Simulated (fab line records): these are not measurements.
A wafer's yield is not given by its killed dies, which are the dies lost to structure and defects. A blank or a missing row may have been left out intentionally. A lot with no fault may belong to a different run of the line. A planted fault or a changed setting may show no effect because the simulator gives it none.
fab line records	flow nandHarc	part 1 of 2: steps 1 to 4 of 6
record: lots: 22	wafers: 66	lastDay: 33
route steps=1302 shown A_BLC@1120 A_M0@1148 A_M1@1183 A_BONDPAD@1221
lots that met no fault: from a run of the same line without faults
startH: the number of hours between the record's first day and the start of the first shown wafer of the lot	waitH: time in hours since the lot's previous step	" repeats the value in the row above	L1.1+2: a single row standing in for several wafers	- no value present, or no start provided	* or withheld: withheld	< > ~ a bound
route shown NAME@n: NAME is a module with steps in the file, n the number in the route of the first one	usual: the fault-free wafers' mean and standard deviation	same: alike in all rows	chamber/n: place in a boat	sites: readings site by site	_std_site: standard deviation of those values	_edge_site: inner sites' mean taken away from outer sites' mean	radiusMm: for every site, how far away it sits from the centre of the wafer	mask NAME#n: copy n	behind: tool/chamber where the wafer was last shaped	hold: the reason the lot was held/the length of the hold in hours/how it ended	device: the transistor (n, p or np) that didn't switch	end of line: tests run on the same wafers once the route is complete	a step without rows: its recipe alone	killed: count of dies lost to structure and defects at first sort (not the wafer's yield)	map: shows each die of a wafer: x if killed, . if not, _ if none is there
set.NAME: the run value of the setting; set.NAME@STEP: its run value at that earlier step	model.NAME: the simulator's own value behind a step, which no gauge read
one table for each step of the route and one row for each wafer, over a sample of lots
services: the hour from which a tool's chamber was out of use, counted from the record's first day as startH (under 0 if before that day), plus the number of hours and why
== steps ==
step: NHARC_A_BLC_DESCUM_15
recipe: timeS: 3	o2FlowSccm: 200	arFlowSccm: 0	biasPowerW: 0	chemistry: O2
usual: drypumpMotorCurrentA: 6.1/0.31	oesProductAu: 0.995/0.012	rfVppV: 57.6/0.92	showerheadPlenumPTorr: 1.87/0.055	throttleValvePct: 11.312/0.0092
lot.wafer	tool	chamber	startH	waitH	drypumpMotorCurrentA	oesProductAu	rfHoursCounterH	rfVppV	showerheadPlenumPTorr	throttleValvePct
L075.4	rieDiel-02	1	526.29	0.1	5.7	0.995	9	58.4	1.88	11.294
L075.1	"	2	"	"	6.3	0.985	9	57.5	1.94	11.316
L075.5	"	1	"	"	5.8	0.996	-	57.4	1.88	11.302
L074.2	rieDiel-02	3	527.43	0.1	6.1	0.992	8	57.7	1.83	11.305
L074.5	"	0	"	"	6.6	0.999	-	58.0	1.89	11.312
L074.6	"	1	"	"	5.7	0.992	-	57.0	1.88	11.302
L076.1	rieDiel-07	2	542.97	0.1	6.0	0.997	5	57.1	1.92	11.297
L076.3	"	0	"	"	5.7	0.992	3	59.0	1.87	11.317
L076.5	"	2	"	"	6.0	0.999	-	58.1	1.92	11.315
L078.4	rieDiel-02	3	543.69	0.1	6.1	1.004	8	56.5	1.83	11.316
L078.6	"	3	"	"	6.1	0.991	-	57.4	1.83	11.308
L078.5	"	0	"	"	6.6	1.014	-	58.9	1.89	11.316
L077.1	rieDiel-02	3	559.28	0.1	6.1	0.997	9	56.8	1.83	11.315
L077.3	"	0	"	"	6.6	1.006	11	58.9	1.89	11.301
L077.6	"	2	"	"	6.3	0.990	-	58.3	1.94	11.285
L079.1	rieDiel-07	2	577.67	0.1	6.0	0.990	8	58.5	1.92	11.304
L079.3	"	3	"	"	6.6	0.999	8	57.7	1.91	11.298
L079.5	"	1	"	"	6.1	0.982	-	56.0	1.77	11.314
L081.2	rieDiel-07	1	600.30	0.1	6.2	0.986	9	57.0	1.77	11.318
L081.3	"	2	"	"	6.0	0.995	9	57.8	1.92	11.302
L081.5	"	0	"	"	5.7	0.996	-	56.9	1.87	11.308
L080.4	rieDiel-07	0	603.66	0.1	5.7	0.999	7	57.4	1.87	11.325
L080.3	"	1	"	"	6.1	0.986	10	57.3	1.77	11.310
L080.5	"	3	"	"	6.6	1.005	-	58.4	1.91	11.319
L083.3	rieDiel-07	2	604.25	0.1	6.0	0.997	10	56.1	1.92	11.318
L083.2	"	3	"	"	6.6	0.999	10	57.4	1.91	11.314
L083.5	"	0	"	"	5.7	1.003	-	57.7	1.87	11.318
L082.2	rieDiel-07	0	611.61	0.1	5.7	0.996	8	58.2	1.87	11.313
L082.6	"	0	"	"	5.7	0.999	-	57.6	1.87	11.322
L082.5	"	1	"	"	6.2	0.981	-	58.0	1.77	11.310
L084.4	rieDiel-02	2	627.40	0.1	6.3	1.001	2	58.6	1.94	11.318
L084.5	"	0	"	"	6.6	0.968	-	57.5	1.89	11.294
L084.6	"	1	"	"	5.7	0.968	-	56.5	1.88	11.318
L085.2	rieDiel-07	1	632.43	0.1	6.2	0.993	13	58.3	1.77	11.314
L085.3	"	3	"	"	6.6	0.993	13	58.6	1.91	11.313
L085.5	"	2	"	"	6.0	0.989	-	58.2	1.91	11.307
L086.1	rieDiel-07	0	637.47	0.1	5.7	0.997	11	58.5	1.87	11.307
L086.2	"	1	"	"	6.2	0.987	14	57.5	1.77	11.325
L086.6	"	1	"	"	6.2	0.981	-	56.9	1.77	11.302
L087.2	rieDiel-09	0	648.19	0.1	5.7	1.020	51	58.1	1.95	11.315
L087.3	"	1	"	"	5.9	0.994	47	56.5	1.95	11.306
L087.1	"	3	"	"	6.4	0.998	46	58.9	2.03	11.317
L089.4	rieDiel-07	3	661.54	0.1	6.6	1.005	0	57.6	1.91	11.303
L089.2	"	0	"	"	5.7	1.009	0	57.2	1.87	11.318
L089.5	"	2	"	"	6.0	1.004	-	58.7	1.91	11.318
L091.3	rieDiel-07	1	662.63	0.1	6.2	1.002	0	55.4	1.77	11.311
L091.1	"	2	"	"	6.0	0.997	0	56.9	1.91	11.306
L091.5	"	0	"	"	5.7	1.001	-	57.2	1.87	11.321
L090.1	rieDiel-02	3	667.76	0.1	6.1	0.999	5	58.0	1.83	11.322
L090.5	"	0	"	"	6.6	0.987	-	56.8	1.89	11.334
L090.6	"	1	"	"	5.8	0.970	-	57.7	1.88	11.317
L088.3	rieDiel-07	2	671.80	0.1	6.0	1.004	1	58.2	1.91	11.301
L088.1	"	0	"	"	5.7	0.996	1	57.7	1.86	11.315
L088.2	"	1	"	"	6.2	0.985	1	56.9	1.77	11.303
L092.2	rieDiel-07	0	690.08	0.1	5.7	1.014	4	58.2	1.86	11.305
L092.1	"	3	"	"	6.6	1.029	3	58.9	1.91	11.323
L092.5	"	0	"	"	5.7	1.006	-	57.1	1.86	11.331
L093.3	rieDiel-02	1	697.33	0.1	5.7	0.982	7	58.1	1.88	11.310
L093.4	"	2	"	"	6.3	0.993	6	58.0	1.94	11.301
L093.1	"	3	"	"	6.1	1.008	6	55.1	1.83	11.316
L096.4	rieDiel-07	1	725.95	0.1	6.2	1.000	6	55.5	1.77	11.330
L096.1	"	0	"	"	5.7	1.003	6	58.5	1.86	11.306
L096.5	"	1	"	"	6.2	0.989	-	57.7	1.77	11.316
L097.3	rieDiel-02	0	743.46	0.1	6.6	0.979	9	58.2	1.89	11.311
L097.2	"	1	"	"	5.7	0.975	10	58.0	1.88	11.305
L097.1	"	2	"	"	6.2	1.000	9	58.9	1.94	11.300
step: NHARC_A_BLC_STRIP_29
recipe: cf4FlowSccm: 150	arFlowSccm: 0	biasW: 0	chemistry: CF4
usual: drypumpMotorCurrentA: 6.1/0.32	oesProductAu: 0.995/0.014	rfVppV: 59.4/0.9	showerheadPlenumPTorr: 1.75/0.047	throttleValvePct: 13.282/0.0087
lot.wafer	tool	chamber	startH	waitH	drypumpMotorCurrentA	oesProductAu	rfHoursCounterH	rfVppV	showerheadPlenumPTorr	throttleValvePct
L075.1	rieDiel-09	3	527.35	0.1	6.4	1.002	10	59.7	1.88	13.278
L075.4	"	0	"	"	5.7	1.030	10	60.4	1.81	13.287
L075.5	"	0	"	"	5.8	1.019	-	59.2	1.81	13.283
L074.2	rieDiel-07	2	528.47	0.1	6.0	1.005	4	60.2	1.77	13.274
L074.6	"	3	"	"	6.6	1.008	-	59.0	1.77	13.279
L074.5	"	0	"	"	5.7	1.005	-	60.5	1.73	13.271
L076.3	rieDiel-07	0	544.01	0.1	5.7	1.015	4	58.8	1.73	13.278
L076.1	"	2	"	"	6.0	0.999	5	60.1	1.77	13.266
L076.5	"	3	"	"	6.6	0.999	-	59.2	1.76	13.287
L078.4	rieDiel-02	2	544.76	0.1	6.3	0.994	10	59.0	1.79	13.284
L078.6	"	2	"	"	6.2	0.990	-	58.1	1.79	13.276
L078.5	"	3	"	"	6.1	1.006	-	59.7	1.69	13.274
L077.3	rieDiel-02	3	560.31	0.1	6.1	1.006	10	59.9	1.69	13.290
L077.1	"	1	"	"	5.8	0.989	12	59.4	1.74	13.293
L077.6	"	3	"	"	6.1	1.015	-	58.5	1.69	13.284
L079.3	rieDiel-07	3	579.21	0.1	6.6	1.004	8	60.1	1.76	13.276
L079.1	"	2	"	"	6.0	0.996	8	58.7	1.77	13.274
L079.5	"	0	"	"	5.7	1.006	-	58.6	1.73	13.281
L081.3	rieDiel-02	3	601.34	0.1	6.1	0.987	1	59.5	1.69	13.294
L081.2	"	1	"	"	5.7	0.978	1	59.1	1.74	13.275
L081.5	"	3	"	"	6.1	1.002	-	59.0	1.69	13.273
L080.4	rieDiel-02	1	604.73	0.1	5.7	0.978	1	59.2	1.74	13.299
L080.3	"	3	"	"	6.1	1.000	1	59.5	1.69	13.287
L080.5	"	0	"	"	6.6	0.983	-	59.3	1.75	13.288
L083.3	rieDiel-07	1	605.46	0.1	6.2	0.984	10	59.5	1.65	13.294
L083.2	"	3	"	"	6.6	1.000	10	57.4	1.76	13.267
L083.5	"	0	"	"	5.7	1.013	-	58.5	1.73	13.293
L082.2	rieDiel-02	3	612.65	0.1	6.1	1.007	1	58.4	1.69	13.286
L082.5	"	3	"	"	6.1	1.009	-	59.4	1.69	13.287
L082.6	"	1	"	"	5.8	0.986	-	58.4	1.74	13.292
L084.4	rieDiel-07	1	628.43	0.1	6.2	0.994	13	57.0	1.65	13.281
L084.5	"	0	"	"	5.7	1.009	-	59.7	1.73	13.294
L084.6	"	1	"	"	6.2	0.987	-	58.4	1.65	13.285
L085.2	rieDiel-02	3	633.49	0.1	6.1	0.996	3	58.9	1.69	13.278
L085.3	"	0	"	"	6.6	0.974	3	58.4	1.75	13.277
L085.5	"	1	"	"	5.7	0.971	-	60.1	1.74	13.271
L086.1	rieDiel-02	0	638.50	0.1	6.6	0.980	3	59.3	1.75	13.290
L086.2	"	1	"	"	5.7	0.984	4	58.3	1.74	13.285
L086.6	"	0	"	"	6.6	0.975	-	59.7	1.75	13.280
L087.3	rieDiel-02	3	649.24	0.1	6.1	0.997	4	61.6	1.69	13.291
L087.1	"	1	"	"	5.7	0.964	4	60.6	1.74	13.302
L087.2	"	2	"	"	6.3	0.990	4	62.1	1.79	13.281
L089.4	rieDiel-02	3	662.57	0.1	6.1	0.995	5	59.0	1.69	13.292
L089.2	"	2	"	"	6.3	1.004	4	58.4	1.79	13.278
L089.5	"	0	"	"	6.6	0.997	-	58.3	1.75	13.293
L091.1	rieDiel-02	0	663.69	0.1	6.6	0.975	5	59.5	1.75	13.268
L091.3	"	1	"	"	5.7	0.973	5	59.4	1.74	13.281
L091.5	"	3	"	"	6.1	1.002	-	58.4	1.69	13.269
L090.1	rieDiel-09	1	668.85	0.1	5.9	0.979	52	59.8	1.80	13.282
L090.6	"	3	"	"	6.4	1.004	-	60.5	1.86	13.277
L090.5	"	0	"	"	5.7	1.016	-	60.6	1.80	13.287
L088.3	rieDiel-07	3	672.83	0.1	6.6	1.005	2	59.2	1.76	13.274
L088.1	"	1	"	"	6.2	0.996	2	59.0	1.65	13.268
L088.2	"	2	"	"	6.0	1.009	1	58.3	1.77	13.273
L092.1	rieDiel-02	3	691.13	0.1	6.1	0.988	6	59.7	1.69	13.290
L092.2	"	0	"	"	6.6	0.967	6	59.7	1.75	13.293
L092.5	"	3	"	"	6.1	0.992	-	60.1	1.69	13.298
L093.1	rieDiel-07	0	698.37	0.1	5.7	1.017	4	60.6	1.73	13.280
L093.3	"	1	"	"	6.1	1.013	4	59.0	1.65	13.280
L093.4	"	2	"	"	6.0	1.011	4	59.8	1.77	13.286
L096.1	rieDiel-02	3	727.02	0.1	6.1	1.001	8	59.2	1.69	13.287
L096.4	"	0	"	"	6.6	0.977	8	61.1	1.75	13.276
L096.5	"	2	"	"	6.3	0.989	-	59.9	1.79	13.286
L097.1	rieDiel-09	1	744.50	0.1	5.9	1.007	15	61.4	1.80	13.290
L097.2	"	2	"	"	6.1	0.997	25	58.8	1.76	13.282
L097.3	"	0	"	"	5.7	1.012	23	59.9	1.79	13.298
step: NHARC_A_M0_OVL_MEAS_10
recipe: pitchNm: 160
usual: overlayXNm: 0.0/0.78	overlayYNm: -0.1/0.89
lot.wafer	tool	chamber	startH	waitH	overlayXNm	overlayYNm
L075.1	overlay-02	-	530.23	-	0.4	-0.6
L075.4	"	-	"	"	-0.1	-0.6
L075.5	"	-	"	"	0.5	-0.6
L074.2	overlay-02	-	531.46	-	0.9	0.1
L074.5	"	-	"	"	1.1	-0.3
L074.6	"	-	"	"	1.1	0.1
L076.1	overlay-01	-	546.91	-	0.6	-0.4
L076.3	"	-	"	"	0.3	-0.6
L076.5	"	-	"	"	0.7	-0.5
L078.4	overlay-02	-	547.53	-	-0.6	0.5
L078.5	"	-	"	"	-0.6	-0.2
L078.6	"	-	"	"	-1.0	-0.1
L077.1	overlay-01	-	563.09	-	1.0	1.3
L077.3	"	-	"	"	0.6	1.7
L077.6	"	-	"	"	1.1	1.9
L079.1	overlay-02	-	581.96	-	0.6	0.1
L079.3	"	-	"	"	0.6	-1.1
L079.5	"	-	"	"	0.6	-0.3
L081.2	overlay-01	-	604.46	-	-0.5	0.3
L081.3	"	-	"	"	0.1	0.0
L081.5	"	-	"	"	-0.1	0.1
L080.3	overlay-02	-	607.64	-	1.8	1.1
L080.4	"	-	"	"	1.7	0.9
L080.5	"	-	"	"	1.4	0.8
L083.2	overlay-02	-	608.35	-	-0.5	-1.1
L083.3	"	-	"	"	-0.1	-0.7
L083.5	"	-	"	"	-1.4	-1.2
L082.2	overlay-02	-	615.60	-	1.4	0.9
L082.5	"	-	"	"	0.5	1.0
L082.6	"	-	"	"	0.9	0.6
L084.4	overlay-01	-	631.31	-	-1.3	0.0
L084.5	"	-	"	"	-1.0	0.1
L084.6	"	-	"	"	-1.2	0.6
L085.2	overlay-02	-	636.37	-	0.8	-0.1
L085.3	"	-	"	"	0.8	-0.4
L085.5	"	-	"	"	1.1	-0.2
L086.1	overlay-01	-	641.48	-	-0.2	-0.2
L086.2	"	-	"	"	0.2	-1.2
L086.6	"	-	"	"	-0.5	-0.4
L087.1	overlay-02	-	652.01	-	-0.5	1.0
L087.2	"	-	"	"	-1.1	0.7
L087.3	"	-	"	"	-1.3	1.2
L089.2	overlay-01	-	665.47	-	-0.5	-2.4
L089.4	"	-	"	"	-0.3	-3.0
L089.5	"	-	"	"	0.3	-2.4
L091.1	overlay-02	-	666.60	-	-0.5	-0.1
L091.3	"	-	"	"	0.0	0.3
L091.5	"	-	"	"	-0.7	-0.4
L090.1	overlay-01	-	671.74	-	-1.1	0.7
L090.5	"	-	"	"	-0.5	0.4
L090.6	"	-	"	"	-0.8	0.5
L088.1	overlay-02	-	675.76	-	1.2	-0.1
L088.2	"	-	"	"	0.8	-0.1
L088.3	"	-	"	"	0.6	-0.2
L092.1	overlay-02	-	694.00	-	-0.5	-0.3
L092.2	"	-	"	"	0.5	-0.3
L092.5	"	-	"	"	0.4	0.2
L093.1	overlay-02	-	701.14	-	-0.2	-0.8
L093.3	"	-	"	"	0.4	-0.7
L093.4	"	-	"	"	0.6	-0.7
L096.1	overlay-01	-	729.89	-	-0.6	0.6
L096.4	"	-	"	"	-1.5	0.2
L096.5	"	-	"	"	-1.1	0.3
L097.1	overlay-02	-	747.28	-	0.8	-0.2
L097.2	"	-	"	"	0.7	-0.4
L097.3	"	-	"	"	0.7	-0.2
step: NHARC_A_M1_ETCH_35
recipe: targetDepthA: 400	overetchA: 120	timeS: 43.94	ionEnergyEv: 200	n2FlowSccm: 150	h2FlowSccm: 150	arFlowSccm: 0	rfW: 400	biasW: 150	chemistry: N2/H2
usual: drypumpMotorCurrentA: 5.6/0.52	n2FlowSccm: 149.9/0.39	oesProductAu: 1.001/0.011	rfVppV: 430.6/2.9	showerheadPlenumPTorr: 2.04/0.097	throttleValvePct: 14.172/0.009
lot.wafer	tool	chamber	startH	waitH	drypumpMotorCurrentA	n2FlowSccm	oesProductAu	rfHoursCounterH	rfVppV	showerheadPlenumPTorr	throttleValvePct
L075.4	rieDiel-03	3	534.51	0.1	4.8	150.0	0.999	2.3	432.6	2.15	14.161
L075.1	"	1	"	"	6.3	149.1	0.981	2.0	430.7	2.03	14.169
L075.5	"	0	"	"	5.0	149.7	1.005	-	433.9	2.18	14.184
L074.2	rieDiel-13	2	535.77	0.1	6.2	149.2	1.016	0.3	429.4	1.96	14.186
L074.6	"	0	"	"	5.6	150.5	1.020	-	434.3	2.16	14.166
L074.5	"	1	"	"	5.1	149.5	1.027	-	429.7	1.95	14.163
L076.3	rieDiel-13	1	551.03	0.1	5.1	149.9	1.027	0.5	428.0	1.95	14.175
L076.1	"	2	"	"	6.1	150.6	1.008	0.5	427.0	1.96	14.167
L076.5	"	1	"	"	5.0	149.9	1.020	-	427.8	1.95	14.167
L078.4	rieDiel-03	2	551.74	0.1	4.8	150.3	1.005	3.2	434.0	2.16	14.165
L078.5	"	3	"	"	4.8	149.4	0.998	-	432.8	2.15	14.178
L078.6	"	0	"	"	5.0	150.4	1.001	-	434.4	2.18	14.202
L077.3	rieDiel-03	3	567.44	0.1	4.8	150.1	1.006	3.8	433.1	2.15	14.182
L077.1	"	0	"	"	5.0	149.6	1.015	3.8	434.4	2.18	14.164
L077.6	"	3	"	"	4.8	150.1	1.006	-	433.1	2.15	14.165
L079.1	rieDiel-13	3	586.21	0.1	6.1	150.1	1.016	1.7	427.8	1.95	14.169
L079.3	"	2	"	"	6.1	149.2	1.007	1.4	427.1	1.96	14.173
L079.5	"	2	"	"	6.1	149.7	1.009	-	428.5	1.96	14.194
L081.2	rieDiel-13	1	608.71	0.1	5.1	150.2	1.022	2.3	427.4	1.95	14.169
L081.3	"	3	"	"	6.1	149.2	1.008	2.6	427.6	1.95	14.167
L081.5	"	0	"	"	5.6	149.5	1.006	-	433.6	2.16	14.167
L080.4	rieDiel-13	0	611.90	0.1	5.6	150.1	1.004	2.1	433.4	2.16	14.172
L080.3	"	1	"	"	5.0	150.4	1.009	2.5	428.1	1.95	14.169
L080.5	"	0	"	"	5.6	149.3	1.008	-	433.6	2.16	14.174
L083.3	rieDiel-08	0	612.61	0.1	5.9	150.0	0.982	3.7	434.4	2.16	14.184
L083.2	"	1	"	"	5.5	149.8	0.989	3.8	425.7	1.92	14.185
L083.5	"	0	"	"	5.9	150.1	0.986	-	434.3	2.16	14.164
L082.2	rieDiel-13	0	619.92	0.1	5.6	150.4	1.010	2.3	434.4	2.16	14.176
L082.5	"	2	"	"	6.2	150.2	1.004	-	428.7	1.96	14.181
L082.6	"	3	"	"	6.1	150.0	0.983	-	429.9	1.95	14.158
L084.4	rieDiel-13	0	635.58	0.1	5.6	149.9	1.010	2.8	432.4	2.16	14.162
L084.6	"	1	"	"	5.0	150.2	1.000	-	429.2	1.95	14.178
L084.5	"	2	"	"	6.2	150.5	1.005	-	429.4	1.96	14.173
L085.2	rieDiel-08	1	640.60	0.1	5.5	150.4	1.000	4.7	425.9	1.92	14.154
L085.3	"	2	"	"	5.8	150.4	0.988	4.8	428.6	1.98	14.169
L085.5	"	2	"	"	5.9	150.6	0.987	-	428.1	1.98	14.184
L086.2	rieDiel-03	0	645.84	0.1	5.0	150.3	0.999	0.2	434.4	2.18	14.180
L086.1	"	3	"	"	4.8	149.6	0.988	0.1	434.2	2.15	14.159
L086.6	"	1	"	"	6.3	149.3	1.000	-	430.2	2.03	14.174
L087.3	rieDiel-03	2	656.25	0.1	4.8	150.1	0.971	0.7	433.4	2.16	14.166
L087.1	"	3	"	"	4.8	149.7	1.001	1.2	433.7	2.15	14.160
L087.2	"	0	"	"	5.0	149.8	1.002	1.2	435.5	2.18	14.177
L089.2	rieDiel-13	1	669.66	0.1	5.1	149.6	1.001	4.2	427.4	1.95	14.160
L089.4	"	2	"	"	6.2	150.2	0.991	4.1	429.4	1.96	14.167
L089.5	"	1	"	"	5.1	149.2	1.011	-	428.7	1.95	14.168
L091.1	rieDiel-13	0	670.86	0.1	5.6	149.9	1.002	3.7	433.2	2.15	14.164
L091.3	"	2	"	"	6.2	149.6	1.002	4.1	427.5	1.96	14.170
L091.5	"	0	"	"	5.6	150.2	1.013	-	433.1	2.16	14.152
L090.1	rieDiel-03	0	675.98	0.1	4.9	149.8	1.014	2.1	433.2	2.18	14.171
L090.5	"	1	"	"	6.3	150.4	0.994	-	429.2	2.03	14.177
L090.6	"	2	"	"	4.8	149.5	1.003	-	435.2	2.16	14.169
L088.3	rieDiel-13	2	679.95	0.1	6.2	151.0	1.004	4.2	428.7	1.96	14.159
L088.1	"	0	"	"	5.6	150.0	0.996	3.8	434.0	2.16	14.173
L088.2	"	1	"	"	5.1	149.8	1.012	4.4	427.0	1.95	14.163
L092.2	rieDiel-08	1	698.40	0.1	5.5	150.1	0.990	8.1	425.8	1.92	14.182
L092.1	"	2	"	"	5.9	150.5	0.994	8.7	429.2	1.97	14.177
L092.5	"	0	"	"	5.9	150.4	0.997	-	434.8	2.16	14.178
L093.1	rieDiel-13	1	705.35	0.1	5.1	149.8	0.993	0.0	426.4	1.95	14.160
L093.3	"	0	"	"	5.6	149.7	0.998	0.0	434.6	2.15	14.177
L093.4	"	1	"	"	5.0	150.1	0.987	-	428.2	1.95	14.183
L096.1	rieDiel-08	3	733.99	0.1	6.1	150.7	1.016	0.0	432.7	2.09	14.159
L096.4	"	0	"	"	5.9	150.1	0.997	0.0	434.2	2.16	14.187
L096.5	"	3	"	"	6.1	149.9	1.004	-	430.9	2.08	14.179
L097.3	rieDiel-08	2	751.51	0.1	5.9	150.4	0.982	1.0	427.8	1.97	14.170
L097.1	"	3	"	"	6.1	150.4	1.004	0.9	431.2	2.08	14.173
L097.2	"	1	"	"	5.5	149.7	1.000	1.0	427.3	1.92	14.171
